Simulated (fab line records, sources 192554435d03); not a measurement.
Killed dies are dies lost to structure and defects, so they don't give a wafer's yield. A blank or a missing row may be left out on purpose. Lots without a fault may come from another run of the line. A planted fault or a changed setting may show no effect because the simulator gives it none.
Chamber matching | flow n5_finfet | N5_BEOL_M8_ILD_DEP_00 on pecvd-01: 3 sister chambers
The step deposits SiCOH lowk from DEMS/porogen, target thk 179.75 nm, time 33.4 s. 3 wafers are shown with their chamber, then 7 later ones without.

WAFERS WITH THEIR CHAMBER
wafer  | chamber | throttle_valve_pct (%)
L325.3 | 0       | 13.8
L328.1 | 2       | 13.7
L328.2 | 1       | 12.3

WAFERS WITHOUT THEIR CHAMBER
wafer  | throttle_valve_pct (%)
L328.6 | 13.7
L343.2 | 13.6
L343.5 | 14.1
L343.6 | 12.6
L344.1 | 13.5
L344.5 | 13.7
L344.6 | 13.7

WHICH CHAMBER EACH WENT THROUGH
wafer  | from the rows above     | in truth
L328.6 | can't be placed: 2 or 0 | 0
L343.2 | can't be placed: 2 or 0 | 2
L343.5 | can't be placed: 0 or 2 | 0
L343.6 | 1                       | 1
L344.1 | can't be placed: 2 or 0 | 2
L344.5 | can't be placed: 2 or 0 | 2
L344.6 | can't be placed: 2 or 0 | 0
Placed correctly: 1 of 7. Can't be placed from these rows: 6 (the true chamber is among the candidates in 6). Placed wrongly: 0.
How it was worked out, from the rows above alone: a wafer's distance from a chamber is the root of the sum, over the readings, of the square of ((its reading less the chamber's mean) divided by the reading's scatter). The wafer belongs to the nearest chamber; if the next one is less than 2 further off, it can't be placed. A chamber's mean is the mean of its shown wafers. The scatter: with one shown wafer a chamber, the root of the mean of the squares of how far each hidden wafer lies from its nearest shown one.
